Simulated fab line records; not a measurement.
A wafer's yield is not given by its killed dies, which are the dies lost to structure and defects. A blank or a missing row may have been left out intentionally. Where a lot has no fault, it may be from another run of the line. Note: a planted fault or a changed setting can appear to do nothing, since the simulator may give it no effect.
Chamber matching	flow n5Finfet	cvdCo-01 running N5_BEOL_M2_CO_CAP_55: 3 sister chambers
The step material Co, precursor CCTBA/H2, target thk 2 nm, time 102.1 s. 3 wafers are shown with their chamber, then 12 later ones without.

== WAFERS PAIRED WITH THEIR CHAMBERS ==
wafer	chamber	heaterPowerW (W)
L093.4	1	232
L093.5	2	209
L093.6	0	226

== WAFERS WITHOUT THEIR CHAMBER ==
wafer	heaterPowerW (W)
L091.2	227
L091.5	227
L091.6	204
L092.1	227
L092.2	226
L092.4	210
L094.1	213
L094.5	228
L094.6	226
L096.1	232
L096.4	232
L096.5	225

== EACH ONE'S CHAMBER ==
wafer	from the rows above	in truth
L091.2	can't be placed: 0 or 1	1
L091.5	can't be placed: 0 or 1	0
L091.6	2	2
L092.1	can't be placed: 0 or 1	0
L092.2	0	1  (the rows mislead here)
L092.4	2	2
L094.1	2	2
L094.5	can't be placed: 0 or 1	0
L094.6	0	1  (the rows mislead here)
L096.1	1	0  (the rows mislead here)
L096.4	1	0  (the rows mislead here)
L096.5	0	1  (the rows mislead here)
Correctly placed: 3 of 12. From these rows, 4 cannot be placed; in 4 the true chamber is one of the candidates. 5 placed wrongly.
How it was worked out, from the rows above alone: a wafer's distance from a chamber is the root of the sum, over the readings, of the square of ((its reading less the chamber's mean) divided by the reading's scatter). If the next closest chamber is less than 2 further off than the closest, the wafer can't be placed; otherwise it belongs to the closest. For every chamber, the mean is computed from those of its wafers that are shown. The scatter: with one shown wafer a chamber, the root of the mean of the squares of how far each hidden wafer lies from its nearest shown one.
